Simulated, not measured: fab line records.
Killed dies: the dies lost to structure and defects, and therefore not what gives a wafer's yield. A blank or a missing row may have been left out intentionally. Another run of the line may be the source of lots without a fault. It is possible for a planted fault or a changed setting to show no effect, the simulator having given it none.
fab line records + flow n5_finfet
record
- lots=6
- wafers=15
- last_day=19
route steps=1938 shown BEOL_M11@1580 PASSIVATION@1936
lots that met no fault: from a run of the same line without faults
start_h: the number of hours between the record's first day and the start of the first shown wafer of the lot + wait_h: how many hours have passed since the lot's step before this one + " identical to the entry in the row above + L1.1+2: several wafers, shown together as one row + - no value, or no start given + * or withheld: withheld + < > ~ a bound
route shown NAME@n: names a module that has steps shown in the file, with the first one's number in the route + usual: mean and standard deviation over wafers with no fault + same: alike in all rows + chamber/n: place in a boat + sites: per-site readings + _std_site: how widely they spread, as a standard deviation + _edge_site: the outer-site mean with the inner-site mean subtracted + radius_mm: for every site, how far away it sits from the centre of the wafer + mask NAME#n: copy n + behind: the most recent tool/chamber to have shaped the wafer + hold: why the lot went on hold/how many hours it stayed there/how the hold came to an end + device: which transistor (n, p or np) failed to switch + end of line: tests run on the same wafers once the route is complete + a step without rows: its recipe alone + killed: the dies lost at the first sort to structure and to defects; this is not the yield of the wafer + map: shows each die of a wafer: x if killed, . if not, _ if none is there
set.NAME: the setting as run; set.NAME@STEP: as run at that earlier step + model.NAME: the simulator's own value behind a step, which no gauge read
certain route steps with their lots: each step a table, each wafer a row
services: when a tool's chamber went out of use (start_h, in hours from the record's first day, below 0 if earlier), for how many hours, and the reason
## steps
# step N5_BEOL_M11_STRIP_77
# recipe
- chemistry=N2/H2
- time_s=10
- power_w=450
- temp_c=40
- pressure_mtorr=20
- rf_frequency_hz=6e+07
- bias_power_w=7
- n2_flow_sccm=200
- h2_flow_sccm=200
# usual
- drypump_motor_current_A=5.9/0.52
- n2_flow_sccm=199.9/0.56
- oes_product_au=0.78/0.094
- rf_vpp_V=59.1/0.86
- showerhead_plenum_p_Torr=2.52/0.087
- throttle_valve_pct=23.7/0.33
| lot.wafer | tool        | chamber | start_h | wait_h | drypump_motor_current_A | n2_flow_sccm | oes_product_au | rf_hours_counter_h | rf_vpp_V | showerhead_plenum_p_Torr | throttle_valve_pct |
|-----------|-------------|---------|---------|--------|-------------------------|--------------|----------------|--------------------|----------|--------------------------|--------------------|
| L927.3    | rie_diel-02 | 3       | -       | -      | 6.2                     | 199.8        | 0.67           | 235                | 59.3     | 2.41                     | 24.0               |
| L927.4    | "           | 0       | "       | "      | 5.6                     | 199.7        | 0.91           | 31                 | 58.5     | 2.48                     | 23.4               |
| L927.6    | "           | 2       | "       | "      | 6.4                     | 199.6        | 0.92           | -                  | 58.4     | 2.48                     | 23.6               |
| L934.3    | rie_diel-02 | 1       | -       | -      | 5.2                     | 199.8        | 0.69           | 241                | 58.2     | 2.40                     | 24.0               |
| L934.4    | "           | 2       | "       | "      | 6.4                     | 199.4        | 0.89           | -                  | 57.9     | 2.48                     | 23.6               |
| L934.6    | "           | 1       | "       | "      | 5.2                     | 199.9        | 0.69           | -                  | 59.9     | 2.40                     | 24.0               |
| L937.1    | rie_diel-02 | 3       | -       | -      | 6.2                     | 200.0        | 0.66           | 251                | 58.3     | 2.40                     | 24.1               |
| L937.6    | "           | 3       | "       | "      | 6.2                     | 199.1        | 0.66           | -                  | 59.2     | 2.40                     | 24.1               |
| L941.4    | rie_diel-03 | 2       | -       | -      | 5.8                     | 200.3        | 0.71           | 189                | 59.9     | 2.53                     | 23.5               |
| L941.6    | "           | 1       | "       | "      | 6.1                     | 199.0        | 0.69           | -                  | 60.9     | 2.61                     | 24.2               |
| L947.1    | rie_diel-02 | 3       | -       | -      | 6.2                     | 199.4        | 0.90           | 24                 | 60.3     | 2.71                     | 23.7               |
| L947.5    | "           | 0       | "       | "      | 5.6                     | 200.7        | 0.85           | -                  | 59.1     | 2.46                     | 23.4               |
| L947.6    | "           | 3       | "       | "      | 6.2                     | 200.1        | 0.90           | -                  | 58.2     | 2.71                     | 23.7               |
| L949.5    | rie_diel-03 | 1       | -       | -      | 6.1                     | 199.8        | 0.68           | -                  | 58.8     | 2.61                     | 24.2               |
| L949.6    | "           | 0       | "       | "      | 4.9                     | 200.9        | 0.73           | -                  | 59.0     | 2.51                     | 23.5               |
# step N5_BEOL_M11_OCD_MEAS_38
# usual
- trench_depth_nm=148.5/2.9
| lot.wafer | tool   | chamber | start_h | wait_h | trench_depth_nm |
|-----------|--------|---------|---------|--------|-----------------|
| L927.3    | ocd-01 | -       | 249.54  | -      | 144.8           |
| L927.4    | "      | -       | "       | "      | 151.0           |
| L927.6    | "      | -       | "       | "      | 149.6           |
| L934.3    | ocd-02 | -       | 281.04  | -      | 147.0           |
| L934.4    | "      | -       | "       | "      | 149.9           |
| L934.6    | "      | -       | "       | "      | 148.2           |
| L937.1    | ocd-01 | -       | 300.35  | -      | 145.9           |
| L937.6    | "      | -       | "       | "      | 147.0           |
| L941.4    | ocd-02 | -       | 328.10  | -      | 145.7           |
| L941.6    | "      | -       | "       | "      | 145.3           |
| L947.1    | ocd-01 | -       | 398.80  | -      | 150.4           |
| L947.5    | "      | -       | "       | "      | 150.7           |
| L947.6    | "      | -       | "       | "      | 151.4           |
| L949.5    | ocd-02 | -       | 402.07  | -      | 145.4           |
| L949.6    | "      | -       | "       | "      | 148.1           |
# step N5_BEOL_M11_HM_STRIP_39
# recipe
- chemistry=peroxide_tin_strip
- material=TiN
- target_depth_a=250
- temp_c=50
- time_s=158
# step N5_BEOL_M11_SRD_40
# recipe
- time_s=30
- temp_c=23
- rinse_liquid=diw
- dry=ipa_marangoni
# step N5_BEOL_M11_PRECLEAN_42
# recipe
- chemistry=residue_remover
- time_s=60
- temp_c=40
# step N5_BEOL_M11_SRD_43
# recipe
- time_s=30
- temp_c=23
- rinse_liquid=diw
- dry=ipa_marangoni
# step N5_BEOL_M11_CD_MEAS_35
# recipe
- target_cd_nm=70
- polarity=opening
# usual
- cd_nm=70.0/0.66
| lot.wafer | tool      | chamber | start_h | wait_h | cd_nm |
|-----------|-----------|---------|---------|--------|-------|
| L927.3    | cd_sem-02 | -       | 249.70  | 0.0    | 68.2  |
| L927.4    | "         | -       | "       | "      | 70.8  |
| L927.6    | "         | -       | "       | "      | 69.1  |
| L934.3    | cd_sem-01 | -       | 281.20  | 0.0    | 69.9  |
| L934.4    | "         | -       | "       | "      | 69.6  |
| L934.6    | "         | -       | "       | "      | 70.4  |
| L937.1    | cd_sem-03 | -       | 300.50  | 0.0    | 69.6  |
| L937.6    | "         | -       | "       | "      | 70.1  |
| L941.4    | cd_sem-03 | -       | 328.26  | 0.0    | 69.3  |
| L941.6    | "         | -       | "       | "      | 70.4  |
| L947.1    | cd_sem-01 | -       | 398.96  | 0.0    | 70.1  |
| L947.5    | "         | -       | "       | "      | 70.1  |
| L947.6    | "         | -       | "       | "      | 69.4  |
| L949.5    | cd_sem-02 | -       | 402.23  | 0.0    | 69.9  |
| L949.6    | "         | -       | "       | "      | 68.5  |
# step N5_BEOL_M11_CURE_72
# recipe
- temp_c=370
- time_s=120
- ambient=DMADMS/He
- material=SiCOH_lowk
# usual
- lamp_power_pct=52.31/0.05
- wafer_temp_C_max=371.7/0.6
| lot.wafer | tool       | chamber | start_h | wait_h | lamp_power_pct | wafer_temp_C_max |
|-----------|------------|---------|---------|--------|----------------|------------------|
| L927.3    | uv_cure-03 | 1       | 249.84  | 0.1    | 52.28          | 371.3            |
| L927.4    | "          | 1       | "       | "      | 52.21          | 371.5            |
| L927.6    | "          | 1       | "       | "      | 52.24          | 371.4            |
| L934.3    | uv_cure-02 | 2       | 281.77  | 0.6    | 52.27          | 371.6            |
| L934.4    | "          | 2       | "       | "      | 52.32          | 371.6            |
| L934.6    | "          | 2       | "       | "      | 52.41          | 371.8            |
| L937.1    | uv_cure-02 | 1       | 300.55  | 0.0    | 52.33          | 371.7            |
| L937.6    | "          | 1       | "       | "      | 52.30          | 372.2            |
| L941.4    | uv_cure-02 | 2       | 328.90  | 0.6    | 52.30          | 371.6            |
| L941.6    | "          | 2       | "       | "      | 52.16          | 372.1            |
| L947.1    | uv_cure-03 | 1       | 399.00  | 0.0    | 52.37          | 371.3            |
| L947.5    | "          | 1       | "       | "      | 52.26          | 371.7            |
| L947.6    | "          | 1       | "       | "      | 52.33          | 371.3            |
| L949.5    | uv_cure-03 | 1       | 402.46  | 0.2    | 52.35          | 371.0            |
| L949.6    | "          | 1       | "       | "      | 52.27          | 371.7            |
# step N5_BEOL_M11_DEGAS_44
# recipe
- ambient=vacuum
- temp_c=250
- time_s=60
# usual
- heater_power_w=332/28
| lot.wafer | tool           | chamber | start_h | wait_h | heater_power_w |
|-----------|----------------|---------|---------|--------|----------------|
| L927.3    | pvd_sputter-03 | -       | 250.81  | 0.9    | 300            |
| L927.4    | "              | -       | "       | "      | 299            |
| L927.6    | "              | -       | "       | "      | 298            |
| L934.3    | pvd_sputter-02 | -       | 282.23  | 0.4    | 329            |
| L934.4    | "              | -       | "       | "      | 331            |
| L934.6    | "              | -       | "       | "      | 322            |
| L937.1    | pvd_sputter-02 | -       | 300.94  | 0.3    | 325            |
| L937.6    | "              | -       | "       | "      | 365            |
| L941.4    | pvd_sputter-03 | -       | 329.52  | 0.4    | 299            |
| L941.6    | "              | -       | "       | "      | 326            |
| L947.1    | pvd_sputter-03 | -       | 399.46  | 0.4    | 332            |
| L947.5    | "              | -       | "       | "      | 389            |
| L947.6    | "              | -       | "       | "      | 294            |
| L949.5    | pvd_sputter-02 | -       | 402.74  | 0.2    | 332            |
| L949.6    | "              | -       | "       | "      | 316            |
# step N5_BEOL_M11_PRE_CLEAN_45
# recipe
- gas=H2/He
- time_s=30
- temp_c=250
# step N5_BEOL_M11_ALD_74
# recipe
- material=TaN
- target_thk_a=20
- temp_c=275
- ald_precursor_family=PDMAT
- ald_co_reactant=NH3
- pressure_torr=3
- carrier_flow_sccm=1500
- pulse_time_s=2
- purge_time_s=3
- co_reactant_purge_time_s=2
- co_reactant_pulse_time_s=3
- ald_cycles=40
- precursor_vessel_temp_c=75
- precursor_vessel_pressure_torr=26.25
- precursor_vessel_carrier_sccm=1000
# step N5_BEOL_M11_SURFACE_TREAT_76
# recipe
- gas=Ar
- time_s=*
- ion_energy_ev=*
- ion_current_ma_cm2=0.5
- pressure_mtorr=*
- ar_flow_sccm=30
# usual
- ar_flow_sccm=30.01/0.089
- throttle_valve_pct=*
| lot.wafer | tool           | chamber | start_h | wait_h | ar_flow_sccm | throttle_valve_pct |
|-----------|----------------|---------|---------|--------|--------------|--------------------|
| L927.3    | pvd_sputter-02 | -       | 251.19  | 0.2    | 30.03        | *                  |
| L927.4    | "              | -       | "       | "      | 30.07        | *                  |
| L927.6    | "              | -       | "       | "      | 30.12        | *                  |
| L934.3    | pvd_sputter-02 | -       | 282.69  | 0.2    | 29.72        | *                  |
| L934.4    | "              | -       | "       | "      | 30.04        | *                  |
| L934.6    | "              | -       | "       | "      | 30.00        | *                  |
| L937.1    | pvd_sputter-03 | -       | 301.32  | 0.2    | 30.01        | *                  |
| L937.6    | "              | -       | "       | "      | 29.98        | *                  |
| L941.4    | pvd_sputter-03 | -       | 331.60  | 1.8    | 30.06        | *                  |
| L941.6    | "              | -       | "       | "      | 30.13        | *                  |
| L947.1    | pvd_sputter-02 | -       | 401.82  | 2.0    | 29.92        | *                  |
| L947.5    | "              | -       | "       | "      | 29.90        | *                  |
| L947.6    | "              | -       | "       | "      | 30.14        | *                  |
| L949.5    | pvd_sputter-01 | -       | 403.15  | 0.0    | 30.04        | *                  |
| L949.6    | "              | -       | "       | "      | 29.93        | *                  |
# step N5_BEOL_M11_CVD_75
# recipe
- material=Co
- target_thk_a=20
- temp_c=withheld
- precursor=CCTBA/H2
- pressure_torr=30
- time_s=138.9
# usual
- chamber_pressure_Torr=29.99/0.068
- run_length_s=161.8/0.52
| lot.wafer | tool      | chamber | start_h | wait_h | chamber_pressure_Torr | run_length_s |
|-----------|-----------|---------|---------|--------|-----------------------|--------------|
| L927.3    | cvd_co-02 | 2       | 251.29  | 0.1    | 30.19                 | 161.4        |
| L927.4    | "         | 1       | "       | "      | 29.97                 | 162.0        |
| L927.6    | "         | 1       | "       | "      | 29.96                 | 161.9        |
| L934.3    | cvd_co-02 | 0       | 282.87  | 0.2    | 29.98                 | 162.2        |
| L934.4    | "         | 0       | "       | "      | 29.94                 | 161.8        |
| L934.6    | "         | 1       | "       | "      | 29.98                 | 162.7        |
| L937.1    | cvd_co-02 | 0       | 301.50  | 0.2    | 29.94                 | 161.7        |
| L937.6    | "         | 1       | "       | "      | 30.04                 | 253.0        |
| L941.4    | cvd_co-02 | 1       | 331.71  | 0.1    | 30.10                 | 162.3        |
| L941.6    | "         | 2       | "       | "      | 29.88                 | 251.6        |
| L947.1    | cvd_co-02 | 0       | 401.88  | 0.0    | 30.14                 | 161.5        |
| L947.5    | "         | 2       | "       | "      | 29.90                 | 161.3        |
| L947.6    | "         | 0       | "       | "      | 30.04                 | 161.6        |
| L949.5    | cvd_co-02 | 2       | 403.25  | 0.1    | 29.88                 | 161.5        |
| L949.6    | "         | 1       | "       | "      | 29.94                 | 162.3        |
# step N5_BEOL_M11_SPUTTER_48
# recipe
- material=Cu
- target_thk_a=120
- temp_c=-20
- bias_v=60
- power_w=26000
- chamber_pressure_pa=0.13
- time_s=2
# usual
- throttle_valve_pct=30.3/1.1
| lot.wafer | tool           | chamber | start_h | wait_h | throttle_valve_pct |
|-----------|----------------|---------|---------|--------|--------------------|
| L927.3    | pvd_sputter-01 | -       | 251.41  | 0.1    | 31.2               |
| L927.4    | "              | -       | "       | "      | 31.3               |
| L927.6    | "              | -       | "       | "      | 31.0               |
| L934.3    | pvd_sputter-02 | -       | 283.09  | 0.2    | 29.4               |
| L934.4    | "              | -       | "       | "      | 29.1               |
| L934.6    | "              | -       | "       | "      | 29.5               |
| L937.1    | pvd_sputter-01 | -       | 301.61  | 0.1    | 29.7               |
| L937.6    | "              | -       | "       | "      | 31.0               |
| L941.4    | pvd_sputter-01 | -       | 331.86  | 0.1    | 31.1               |
| L941.6    | "              | -       | "       | "      | 31.2               |
| L947.1    | pvd_sputter-02 | -       | 402.00  | 0.1    | 29.4               |
| L947.5    | "              | -       | "       | "      | 28.8               |
| L947.6    | "              | -       | "       | "      | 28.9               |
| L949.5    | pvd_sputter-01 | -       | 403.45  | 0.2    | 31.3               |
| L949.6    | "              | -       | "       | "      | 31.3               |
# step N5_PASSIVATION_PROBE_49
# usual
- defect_limited_yield=91.0/1.6
- killed_at_M0_to_M3=35/11
- killed_at_M4_up=14/5.3
- killed_at_contacts=13/6.7
- killed_at_front_end=41/12
- killed_at_other=3.9/2.7
- killed_dies=106/19
- killed_open=70/14
- killed_short=35/8.8
- sort_bin_5_function=5.3/1
- sort_bin_6_memory=3.3/0.81
- sort_n_pass=1073/19
- sort_yield_pct=91.0/1.6
# same
- gross_dies=1180
- killed_at_back_side=0
- sort_bin_4_leakage[%]=0
- sort_bin_8_speed[%]=0
| lot.wafer | tool      | chamber | start_h | wait_h | defect_limited_yield[%] | killed_at_M0_to_M3 | killed_at_M4_up | killed_at_contacts | killed_at_front_end | killed_at_other | killed_dies | killed_open | killed_short | sort_bin_5_function[%] | sort_bin_6_memory[%] | sort_n_pass | sort_yield_pct[%] |
|-----------|-----------|---------|---------|--------|-------------------------|--------------------|-----------------|--------------------|---------------------|-----------------|-------------|-------------|--------------|------------------------|----------------------|-------------|-------------------|
| L927.3    | prober-02 | -       | 303.33  | 0.1    | 93.6                    | 39                 | 4               | 10                 | 22                  | 1               | 76          | 47          | 28           | 3.9                    | 2.1                  | 1104        | 93.6              |
| L927.4    | prober-02 | -       | 303.38  | 0.2    | 92.7                    | 22                 | 7               | 7                  | 49                  | 1               | 86          | 43          | 36           | 3.7                    | 2.9                  | 1094        | 92.7              |
| L927.6    | prober-02 | -       | 303.48  | 0.3    | 92.4                    | 30                 | 9               | 16                 | 35                  | 0               | 90          | 53          | 36           | 4.7                    | 2.8                  | 1090        | 92.4              |
| L934.3    | prober-02 | -       | 325.93  | 0.1    | 89.4                    | 43                 | 16              | 12                 | 46                  | 8               | 125         | 60          | 64           | 6.2                    | 3.9                  | 1055        | 89.4              |
| L934.4    | prober-02 | -       | 325.98  | 0.2    | 90.2                    | 34                 | 17              | 16                 | 43                  | 6               | 116         | 74          | 39           | 6.3                    | 3.2                  | 1064        | 90.2              |
| L934.6    | prober-02 | -       | 326.08  | 0.3    | 90.3                    | 26                 | 11              | 10                 | 64                  | 3               | 114         | 72          | 39           | 6.0                    | 3.1                  | 1066        | 90.3              |
| L937.1    | prober-01 | -       | 343.75  | 0.0    | 90.3                    | 35                 | 11              | 26                 | 36                  | 7               | 115         | 79          | 34           | 5.6                    | 4.0                  | 1065        | 90.3              |
| L937.6    | prober-01 | -       | 344.00  | 0.3    | 89.2                    | 47                 | 8               | 23                 | 49                  | 0               | 127         | 82          | 35           | 6.3                    | 3.5                  | 1053        | 89.2              |
| L941.4    | prober-02 | -       | 369.79  | 0.2    | 93.6                    | 21                 | 18              | 6                  | 28                  | 3               | 76          | 47          | 28           | 4.2                    | 1.9                  | 1104        | 93.6              |
| L941.6    | prober-02 | -       | 369.89  | 0.3    | 90.6                    | 35                 | 24              | 9                  | 41                  | 2               | 111         | 76          | 31           | 5.4                    | 3.3                  | 1069        | 90.6              |
| L947.1    | prober-01 | -       | 442.32  | 0.0    | 91.9                    | 26                 | 20              | 17                 | 24                  | 9               | 96          | 65          | 28           | 4.7                    | 3.0                  | 1084        | 91.9              |
| L947.5    | prober-01 | -       | 442.52  | 0.2    | 90.2                    | 35                 | 22              | 12                 | 46                  | 1               | 116         | 86          | 28           | 5.3                    | 4.1                  | 1064        | 90.2              |
| L947.6    | prober-01 | -       | 442.57  | 0.3    | 88.9                    | 53                 | 20              | 10                 | 47                  | 1               | 131         | 91          | 38           | 6.4                    | 4.2                  | 1049        | 88.9              |
| L949.5    | prober-01 | -       | 450.51  | 0.5    | 92.7                    | 36                 | 7               | 14                 | 29                  | 0               | 86          | 59          | 27           | 4.4                    | 2.9                  | 1094        | 92.7              |
| L949.6    | prober-01 | -       | 450.56  | 0.6    | 91.4                    | 22                 | 9               | 10                 | 59                  | 2               | 102         | 64          | 38           | 5.3                    | 3.0                  | 1078        | 91.4              |
# killed by level:class
L927.3 BEOL_M3:geometric_particle:open=8 MOL_CONTACT_COAG:geometric_particle:open=8 BEOL_M0_SAQP:geometric_particle:short=8 BEOL_M0_SAQP:geometric_particle:open=5 BEOL_M1:geometric_particle:open=5 BEOL_M2:geometric_particle:short=5 FIN_SAQP:geometric_particle:open=3 GATE_CUT:geometric_particle:open=3
L927.4 FIN_SAQP:geometric_particle:short=16 FIN_SAQP:geometric_particle:open=7 GATE_CUT:geometric_particle:short=7 BEOL_M2:geometric_particle:short=5 BEOL_M0_SAQP:geometric_particle:open=5 STARTING-WAFER:geometric_particle:open=5 HKMG_FIN:area_etch=5 MOL_CONTACT_COAG:geometric_particle:open=4
L927.6 MOL_CONTACT_COAG:geometric_particle:open=14 FIN_SAQP:geometric_particle:open=9 BEOL_M0_SAQP:geometric_particle:short=9 FIN_SAQP:geometric_particle:short=7 GATE_CUT:geometric_particle:short=6 BEOL_M2:geometric_particle:short=5 DUMMY_GATE:geometric_particle:open=5 BEOL_M2:geometric_particle:open=4
L934.3 FIN_SAQP:geometric_particle:short=18 BEOL_M0_SAQP:geometric_particle:short=18 FIN_SAQP:geometric_particle:open=11 MOL_CONTACT_COAG:geometric_particle:open=9 BEOL_M0_SAQP:geometric_particle:open=9 BEOL_M3:geometric_particle:open=8 BEOL_M1:geometric_particle:short=5 STARTING-WAFER:geometric_particle:short=5
L934.4 FIN_SAQP:geometric_particle:open=16 MOL_CONTACT_COAG:geometric_particle:open=13 BEOL_M0_SAQP:geometric_particle:open=11 BEOL_M0_SAQP:geometric_particle:short=10 BEOL_M4:geometric_particle:open=7 FIN_SAQP:geometric_particle:short=6 BEOL_M1:geometric_particle:open=5 BEOL_M4:geometric_particle:short=5
L934.6 FIN_SAQP:geometric_particle:open=16 STI_FIN_REVEAL:geometric_particle:open=11 FIN_SAQP:geometric_particle:short=8 GATE_CUT:geometric_particle:short=8 MOL_CONTACT_COAG:geometric_particle:open=7 BEOL_M1:geometric_particle:open=7 GATE_CUT:geometric_particle:open=5 ILD0:geometric_particle:open=4
L937.1 MOL_CONTACT_COAG:geometric_particle:open=20 BEOL_M2:geometric_particle:open=14 FIN_SAQP:geometric_particle:short=7 FIN_SAQP:geometric_particle:open=7 BEOL_M3:geometric_particle:open=7 MOL_CONTACT_COAG:geometric_particle:short=6 BEOL_M1:geometric_particle:open=6 DUMMY_GATE:geometric_particle:open=5
L937.6 MOL_CONTACT_COAG:geometric_particle:open=21 STI_FIN_REVEAL:geometric_particle:open=14 BEOL_M2:geometric_particle:open=9 FIN_SAQP:geometric_particle:short=8 BEOL_M3:geometric_particle:open=8 BEOL_M0_SAQP:geometric_particle:open=8 BEOL_M0_SAQP:geometric_particle:short=8 HKMG_FIN:area_etch=8
L941.4 BEOL_M4:geometric_particle:open=12 BEOL_M0_SAQP:geometric_particle:short=6 FIN_SAQP:geometric_particle:open=5 MOL_CONTACT_COAG:geometric_particle:open=5 BEOL_M0_SAQP:geometric_particle:open=5 BEOL_M1:geometric_particle:open=5 STARTING-WAFER:geometric_particle:short=5 STI_FIN_REVEAL:geometric_particle:open=4
L941.6 BEOL_M0_SAQP:geometric_particle:short=13 BEOL_M4:geometric_particle:open=13 FIN_SAQP:geometric_particle:open=12 MOL_CONTACT_COAG:geometric_particle:open=9 BEOL_M0_SAQP:geometric_particle:open=8 STI_FIN_REVEAL:geometric_particle:open=8 BEOL_M1:geometric_particle:open=6 FIN_SAQP:geometric_particle:short=5
L947.1 MOL_CONTACT_COAG:geometric_particle:open=15 BEOL_M4:geometric_particle:open=11 BEOL_M0_SAQP:geometric_particle:open=8 FIN_SAQP:geometric_particle:short=6 BEOL_M3:geometric_particle:open=5 BEOL_M1:geometric_particle:open=4 FIN_SAQP:geometric_particle:open=3 DUMMY_GATE:geometric_particle:open=3
L947.5 BEOL_M4:geometric_particle:open=13 FIN_SAQP:geometric_particle:short=11 MOL_CONTACT_COAG:geometric_particle:open=11 STI_FIN_REVEAL:geometric_particle:open=8 BEOL_M2:geometric_particle:open=8 BEOL_M0_SAQP:geometric_particle:open=8 FIN_SAQP:geometric_particle:open=7 BEOL_M1:geometric_particle:open=7
L947.6 BEOL_M3:geometric_particle:open=15 STI_FIN_REVEAL:geometric_particle:open=13 BEOL_M1:geometric_particle:open=12 BEOL_M4:geometric_particle:open=10 BEOL_M2:geometric_particle:open=8 BEOL_M0_SAQP:geometric_particle:short=7 FIN_SAQP:geometric_particle:short=6 DUMMY_GATE:geometric_particle:open=5
L949.5 MOL_CONTACT_COAG:geometric_particle:open=13 BEOL_M1:geometric_particle:open=12 BEOL_M0_SAQP:geometric_particle:open=9 FIN_SAQP:geometric_particle:short=7 FIN_SAQP:geometric_particle:open=4 STI_FIN_REVEAL:geometric_particle:open=4 BEOL_M3:geometric_particle:open=4 BEOL_M3:geometric_particle:short=4
L949.6 FIN_SAQP:geometric_particle:open=17 MOL_CONTACT_COAG:geometric_particle:open=8 DUMMY_GATE:geometric_particle:open=7 GATE_CUT:geometric_particle:short=7 STI_FIN_REVEAL:geometric_particle:open=5 DUMMY_GATE:geometric_particle:short=4 BEOL_M0_SAQP:geometric_particle:short=4 STARTING-WAFER:geometric_particle:open=4
## services
| tool           | chamber | start_h | hours | kind                          |
|----------------|---------|---------|-------|-------------------------------|
| rie_diel-02    | -       | 226.79  | 14.6  | pm                            |
| rie_diel-02    | 0       | 275.91  | 6.9   | repair                        |
| pvd_sputter-03 | -       | 294.50  | 0.8   | repair                        |
| rie_diel-02    | 3       | 302.17  | -     | clean                         |
| rie_diel-02    | 3       | 302.17  | -     | consumable_replace:focus_ring |
| rie_diel-02    | 3       | 302.17  | -     | consumable_replace:showerhead |
| rie_diel-02    | 3       | 302.17  | 17.7  | scheduled_down                |
| rie_diel-02    | 3       | 302.17  | 17.7  | vent_cycle                    |
| rie_diel-02    | 1       | 320.25  | -     | clean                         |
| rie_diel-02    | 1       | 320.25  | -     | consumable_replace:esc        |
| rie_diel-02    | 1       | 320.25  | -     | consumable_replace:focus_ring |
| rie_diel-02    | 1       | 320.25  | -     | consumable_replace:showerhead |
| rie_diel-02    | 1       | 320.25  | 34.3  | scheduled_down                |
| rie_diel-02    | 1       | 320.25  | 34.3  | vent_cycle                    |
| uv_cure-02     | -       | 320.44  | 7.5   | pm                            |
| cvd_co-02      | -       | 328.35  | 1.1   | repair                        |
| cvd_co-02      | 1       | 333.33  | -     | clean                         |
| cvd_co-02      | 1       | 333.33  | 22.0  | scheduled_down                |
| cvd_co-02      | 1       | 333.33  | 22.0  | vent_cycle                    |
| pvd_sputter-03 | -       | 376.74  | 2.5   | repair                        |
| uv_cure-03     | -       | 378.82  | 1.0   | pm                            |
| pvd_sputter-01 | -       | 396.40  | 1.4   | repair                        |
## key
first_sign
- step=N5_BEOL_M11_CVD_75
- reading=run_length_s
- direction=up
- sigmas=99+
- usual=*
- struck=*
effect none on later readings
met_at N5_BEOL_M11_CVD_75
struck_wafers L937.6,L941.6
onset_between 282.87 301.50
fault
- kind=process_parameter_drift
- tool=cvd_co-02
- chamber=-
- onset_h=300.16
- steps=N5_BEOL_M11_CVD_75
- channel=time_s
- offset=*
- shape=step
- end_h=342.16
- scope=struck_wafers_only
- acts_in=*
- stated=*
